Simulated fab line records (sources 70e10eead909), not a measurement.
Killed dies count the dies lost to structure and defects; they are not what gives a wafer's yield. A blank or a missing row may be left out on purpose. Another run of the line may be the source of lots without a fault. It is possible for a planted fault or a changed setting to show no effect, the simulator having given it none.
Which tool was responsible? -- flow nandHarc -- Sampling: 22 lots, 66 wafers, 5 of 1302 route steps

## WHAT THE GAUGES READ, wafer by wafer
NHARC_A_BONDPAD_THK_MEAS_30: measures by ellipsometry. Usual: thkNm 199.8 nm, standard deviation 1.6.
lot,measured,on,thkNm (nm),flag
L075,day 23 09:53,filmMetro-02,200.3 201.2 201.5,
L076,day 23 17:22,filmMetro-02,201.2 197.7 199.4,
L074,day 23 17:46,filmMetro-01,201.6 201.4 199.9,
L077,day 23 20:23,filmMetro-01,197.2 199.7 200.5,
L078,day 24 12:49,filmMetro-02,200.3 201.1 201.3,
L079,day 24 18:24,filmMetro-02,200.4 197.9 197.8,
L080,day 25 07:46,filmMetro-02,195.9 199.2 199.9,
L082,day 26 04:14,filmMetro-01,200.0 200.2 200.4,
L081,day 26 08:12,filmMetro-01,197.3 201.7 198.5,
L085,day 28 04:33,filmMetro-02,199.8 198.3 201.4,
L084,day 28 07:53,filmMetro-01,199.9 199.2 199.6,
L086,day 28 12:55,filmMetro-02,196.7 199.9 198.1,
L087,day 28 15:29,filmMetro-02,200.2 198.8 199.2,
L090,day 29 21:28,filmMetro-02,200.3 199.6 203.5,
L088,day 30 03:14,filmMetro-02,197.3 200.3 198.3,
L089,day 30 04:29,filmMetro-01,198.8 196.5 200.1,
L092,day 30 21:58,filmMetro-01,201.3 202.7 200.8,
L094,day 31 01:53,filmMetro-02,200.0 198.5 201.9,
L093,day 31 04:12,filmMetro-02,204.4 199.3 201.9,
L096,day 31 07:32,filmMetro-01,200.8 197.9 199.4,
L095,day 31 11:32,filmMetro-01,199.0 201.7 198.3,
L097,day 32 17:36,filmMetro-02,200.3 199.0 196.2,

## EACH LOT AND THE TOOL THAT RAN IT (in order: tool; ch and the chambers of the sampled wafers; start)
lot,NHARC_A_BLC_STRIP_29,NHARC_A_M0_STRIP_18,NHARC_A_M0_PVD_21,NHARC_A_M0_DEP_32
L075,"rieDiel-12 ch 0,2,3, day 22 22:50","rieDiel-06 ch 2,3, day 23 02:10","pvdSputter-02, day 23 04:25 or earlier","pecvd-01 ch 1,2, day 23 04:25"
L076,"rieDiel-12 ch 1,3, day 23 06:22","rieDiel-11 ch 1,2, day 23 09:47","pvdSputter-01, day 23 12:02 or earlier","pecvd-02 ch 0,1, day 23 12:02"
L074,"rieDiel-08 ch 0,2,3, day 23 06:35","rieDiel-03 ch 0,1, day 23 10:04","pvdSputter-03, day 23 12:26 or earlier","pecvd-01 ch 0,1,2, day 23 12:26"
L077,"rieDiel-01 ch 0,2,3, day 23 09:38","rieDiel-06 ch 0,1,3, day 23 12:56","pvdSputter-02, day 23 15:10 or earlier","pecvd-02 ch 0,2, day 23 15:10"
L078,"rieDiel-01 ch 1,2,3, day 24 01:38","rieDiel-03 ch 0,1,2, day 24 05:18","pvdSputter-02, day 24 07:33 or earlier","pecvd-01 ch 0,1, day 24 07:33"
L079,"rieDiel-12 ch 0,2,3, day 24 07:17","rieDiel-03 ch 1,2,3, day 24 10:41","pvdSputter-01, day 24 12:59 or earlier","pecvd-03 ch 0,1,2, day 24 12:59"
L080,"rieDiel-01 ch 0,1,2, day 24 20:52","rieDiel-06 ch 0,1,2, day 25 00:07","pvdSputter-03, day 25 02:25 or earlier","pecvd-02 ch 0,1,2, day 25 02:25"
L082,"rieDiel-12 ch 0,2, day 25 16:59","rieDiel-06 ch 0,1,2, day 25 20:23","pvdSputter-01, day 25 22:41 or earlier","pecvd-03 ch 1,2, day 25 22:41"
L081,"rieDiel-12 ch 0,1,3, day 25 20:58","rieDiel-03 ch 0,1, day 26 00:31","pvdSputter-03, day 26 02:43 or earlier","pecvd-01 ch 0,2, day 26 02:43"
L085,"rieDiel-12 ch 0,1,2, day 27 17:11","rieDiel-06 ch 1,2,3, day 27 20:56","pvdSputter-01, day 27 23:19 or earlier","pecvd-02 ch 0,1, day 27 23:19"
L084,"rieDiel-08 ch 0,1,3, day 27 20:58","rieDiel-06 ch 0,1,2, day 28 00:11","pvdSputter-01, day 28 02:32 or earlier","pecvd-03 ch 1,2, day 28 02:32"
L086,"rieDiel-01 ch 0,1,3, day 28 01:44","rieDiel-11 ch 0,2,3, day 28 05:10","pvdSputter-01, day 28 07:35 or earlier","pecvd-03 ch 0,1,2, day 28 07:35"
L087,"rieDiel-01 ch 1,2,3, day 28 04:44","rieDiel-03 ch 1,2,3, day 28 08:04","pvdSputter-01, day 28 10:23 or earlier","pecvd-02 ch 0,1,2, day 28 10:23"
L090,"rieDiel-12 ch 1,2, day 29 10:15","rieDiel-03 ch 0,2, day 29 13:38","pvdSputter-02, day 29 16:03 or earlier","pecvd-01 ch 0,1,2, day 29 16:03"
L088,"rieDiel-12 ch 1,2, day 29 15:44","rieDiel-06 ch 1,2,3, day 29 19:09","pvdSputter-02, day 29 21:28 or earlier","pecvd-02 ch 0,1,2, day 29 21:28"
L089,"rieDiel-12 ch 0,3, day 29 17:32","rieDiel-06 ch 1,3, day 29 20:52","pvdSputter-03, day 29 23:05 or earlier","pecvd-02 ch 0,1,2, day 29 23:05"
L092,"rieDiel-01 ch 1,2, day 30 11:05","rieDiel-03 ch 0,1,3, day 30 14:19","pvdSputter-02, day 30 16:38 or earlier","pecvd-01 ch 0,1, day 30 16:38"
L094,"rieDiel-08 ch 1,2, day 30 15:00","rieDiel-11 ch 0,1,2, day 30 18:18","pvdSputter-03, day 30 20:34 or earlier","pecvd-03 ch 0,1, day 30 20:34"
L093,"rieDiel-12 ch 0,1,2, day 30 16:11","rieDiel-03 ch 0,1,3, day 30 19:38","pvdSputter-03, day 30 21:56 or earlier","pecvd-03 ch 0,1, day 30 21:56"
L096,"rieDiel-12 ch 1,2,3, day 30 20:44","rieDiel-03 ch 1,2,3, day 30 23:58","pvdSputter-01, day 31 02:13 or earlier","pecvd-01 ch 0,1, day 31 02:13"
L095,"rieDiel-12 ch 0,1,3, day 31 00:22","rieDiel-06 ch 0,3, day 31 03:44","pvdSputter-03, day 31 06:02 or earlier","pecvd-02 ch 1,2, day 31 06:02"
L097,"rieDiel-12 ch 1,2,3, day 32 06:38","rieDiel-11 ch 0,1, day 32 09:59","pvdSputter-03, day 32 12:19 or earlier","pecvd-01 ch 0,2, day 32 12:19"
- NHARC_A_BLC_STRIP_29: strips in CF4.
- NHARC_A_M0_STRIP_18: strips in N2/H2.
- NHARC_A_M0_PVD_21: deposits Cu, target thk 30 nm, time 20.49 s.
- NHARC_A_M0_DEP_32: deposits SiCN, target thk 30 nm.

## AS READ BY THE TOOLS THEMSELVES (means over the sampled wafers that have a number; for cases with no such wafer, the mark the record gives instead)
NHARC_A_BLC_STRIP_29. Usual: cf4FlowSccm is 150.1 sccm with standard deviation 0.4, chamberPressureMTorr is 50.00 mTorr with standard deviation 0.051, drypumpMotorCurrentA is 5.8 A with standard deviation 0.55, oesProductAu is 1.001 a.u. with standard deviation 0.0095, rfVppV is 59.6 V with standard deviation 0.88, showerheadPlenumPTorr is 1.79 Torr with standard deviation 0.073, and throttleValvePct is 13.285 % with standard deviation 0.0095.
lot,tool,cf4FlowSccm (sccm),chamberPressureMTorr (mTorr),drypumpMotorCurrentA (A),oesProductAu (a.u.),rfVppV (V),showerheadPlenumPTorr (Torr),throttleValvePct (%),flag
L075,rieDiel-12,150.0,49.96,5.7,1.008,59.7,1.86,13.294,
L076,rieDiel-12,150.1,49.99,5.1,0.990,59.8,1.82,13.284,
L074,rieDiel-08,150.0,50.02,5.4,1.009,59.4,1.76,13.290,
L077,rieDiel-01,150.4,50.07,6.1,1.005,60.3,1.76,13.289,
L078,rieDiel-01,150.1,50.01,5.9,1.006,58.8,1.75,13.283,
L079,rieDiel-12,149.4,49.97,5.7,1.003,60.0,1.86,13.289,
L080,rieDiel-01,149.8,49.97,6.1,0.997,59.7,1.76,13.286,
L082,rieDiel-12,150.3,50.01,6.2,0.997,58.7,1.83,13.284,
L081,rieDiel-12,150.1,50.04,5.6,0.992,60.8,1.79,13.282,
L085,rieDiel-12,150.0,50.02,6.1,0.993,59.5,1.79,13.285,
L084,rieDiel-08,150.1,49.98,5.6,1.001,59.6,1.79,13.284,
L086,rieDiel-01,150.1,49.98,5.9,0.993,58.5,1.73,13.283,
L087,rieDiel-01,150.0,50.03,5.9,1.000,58.3,1.75,13.292,
L090,rieDiel-12,150.3,50.08,6.1,0.997,58.8,1.74,13.282,
L088,rieDiel-12,149.9,49.98,6.1,0.994,59.9,1.75,13.288,
L089,rieDiel-12,150.4,50.02,5.1,1.016,59.8,1.86,13.286,
L092,rieDiel-01,149.7,50.04,5.9,1.004,60.4,1.76,13.281,
L094,rieDiel-08,149.9,50.00,5.2,1.004,59.5,1.81,13.280,
L093,rieDiel-12,150.1,50.00,6.1,1.004,58.8,1.78,13.281,
L096,rieDiel-12,149.8,50.03,5.6,1.003,59.8,1.81,13.284,
L095,rieDiel-12,150.3,49.99,5.6,1.000,59.2,1.79,13.279,
L097,rieDiel-12,150.3,49.99,5.7,1.010,59.1,1.81,13.287,

NHARC_A_M0_STRIP_18. Usual: chamberPressureMTorr 29.996 mTorr, standard deviation 0.029; drypumpMotorCurrentA 5.7 A, standard deviation 0.46; oesProductAu 0.999 a.u., standard deviation 0.011; rfVppV 90.8 V, standard deviation 0.96; showerheadPlenumPTorr 2.09 Torr, standard deviation 0.078; throttleValvePct 14.170 %, standard deviation 0.0087.
lot,tool,chamberPressureMTorr (mTorr),drypumpMotorCurrentA (A),oesProductAu (a.u.),rfVppV (V),showerheadPlenumPTorr (Torr),throttleValvePct (%),flag
L075,rieDiel-06,29.979,5.6,0.998,90.9,2.13,14.165,
L076,rieDiel-11,29.992,5.7,0.991,91.0,2.12,14.169,
L074,rieDiel-03,29.993,5.6,1.006,91.0,2.12,14.174,
L077,rieDiel-06,30.014,6.0,0.999,90.9,2.08,14.173,
L078,rieDiel-03,30.019,5.7,0.998,92.1,2.11,14.170,
L079,rieDiel-03,29.990,5.8,1.004,90.7,2.09,14.166,
L080,rieDiel-06,30.006,5.5,0.991,91.2,2.10,14.169,
L082,rieDiel-06,30.007,5.5,0.990,90.6,2.10,14.175,
L081,rieDiel-03,29.997,5.6,1.007,91.5,2.12,14.172,
L085,rieDiel-06,29.988,5.4,1.007,90.8,2.08,14.163,
L084,rieDiel-06,29.968,5.5,0.996,90.8,2.10,14.174,
L086,rieDiel-11,30.017,5.8,1.003,90.8,2.03,14.167,
L087,rieDiel-03,30.014,5.8,1.006,90.9,2.09,14.168,
L090,rieDiel-03,30.009,5.8,0.992,90.5,2.08,14.157,
L088,rieDiel-06,30.008,5.4,0.991,90.6,2.08,14.179,
L089,rieDiel-06,30.010,5.8,0.993,90.0,2.01,14.170,
L092,rieDiel-03,30.019,5.8,0.997,90.8,2.07,14.168,
L094,rieDiel-11,30.006,5.8,0.995,90.6,2.09,14.175,
L093,rieDiel-03,29.973,5.8,0.993,89.6,2.07,14.161,
L096,rieDiel-03,30.014,5.9,1.000,90.3,2.09,14.170,
L095,rieDiel-06,29.969,6.1,1.016,91.7,2.14,14.167,
L097,rieDiel-11,29.990,5.5,1.007,91.9,2.16,14.178,

NHARC_A_M0_PVD_21. Usual: chamberPressurePa 5.000 Pa, standard deviation 0.0096; throttleValvePct 30.3 %, standard deviation 1.1.
lot,tool,chamberPressurePa (Pa),throttleValvePct (%),flag
L075,pvdSputter-02,5.001,30.0,
L076,pvdSputter-01,4.993,31.1,
L074,pvdSputter-03,5.001,29.4,
L077,pvdSputter-02,4.996,31.5,
L078,pvdSputter-02,5.001,31.3,
L079,pvdSputter-01,4.995,30.1,
L080,pvdSputter-03,4.985,29.7,
L082,pvdSputter-01,5.002,30.4,
L081,pvdSputter-03,5.003,29.5,
L085,pvdSputter-01,5.002,31.3,
L084,pvdSputter-01,4.995,29.4,
L086,pvdSputter-01,4.998,31.6,
L087,pvdSputter-01,4.992,29.7,
L090,pvdSputter-02,5.007,30.4,
L088,pvdSputter-02,5.002,30.0,
L089,pvdSputter-03,5.009,30.7,
L092,pvdSputter-02,4.997,30.0,
L094,pvdSputter-03,5.007,30.5,
L093,pvdSputter-03,4.999,30.4,
L096,pvdSputter-01,4.999,31.2,
L095,pvdSputter-03,4.996,30.1,
L097,pvdSputter-03,5.004,30.4,

NHARC_A_M0_DEP_32. Usual: chamberPressureTorr 3.000 Torr, standard deviation 0.0065; heaterPowerW 578 W, standard deviation 64.
lot,tool,chamberPressureTorr (Torr),heaterPowerW (W),flag
L075,pecvd-01,3.002,643,
L076,pecvd-02,3.000,524,
L074,pecvd-01,3.003,643,
L077,pecvd-02,3.004,562,
L078,pecvd-01,3.007,609,
L079,pecvd-03,3.001,533,
L080,pecvd-02,2.999,529,
L082,pecvd-03,3.001,546,
L081,pecvd-01,3.004,619,
L085,pecvd-02,3.000,504,
L084,pecvd-03,2.995,493,
L086,pecvd-03,2.997,540,
L087,pecvd-02,2.999,560,
L090,pecvd-01,3.002,634,
L088,pecvd-02,3.004,540,
L089,pecvd-02,3.008,543,
L092,pecvd-01,2.998,615,
L094,pecvd-03,3.004,544,
L093,pecvd-03,2.997,494,
L096,pecvd-01,3.001,632,
L095,pecvd-02,2.998,525,
L097,pecvd-01,3.006,673,

## THE ANSWER, worked out from the rows above alone
Rule: a lot is off if the mean of its wafers that have a number lies more than 3 standard deviations from the usual mean. A lot without any number at a reading at which 4 lots or more have one is off too. All remaining lots with rows at the step are treated as sound. The gauges are gone through in route order, then the tools' own readings, and for those a lot's mean is taken as printed above. The first step at which some lot is off is used, and at that step the reading that is off furthest; a lot without a number counts as furthest.
None of the lots is off at any reading shown; this tells nothing.

## WHAT THE SIMULATOR HAD INSERTED
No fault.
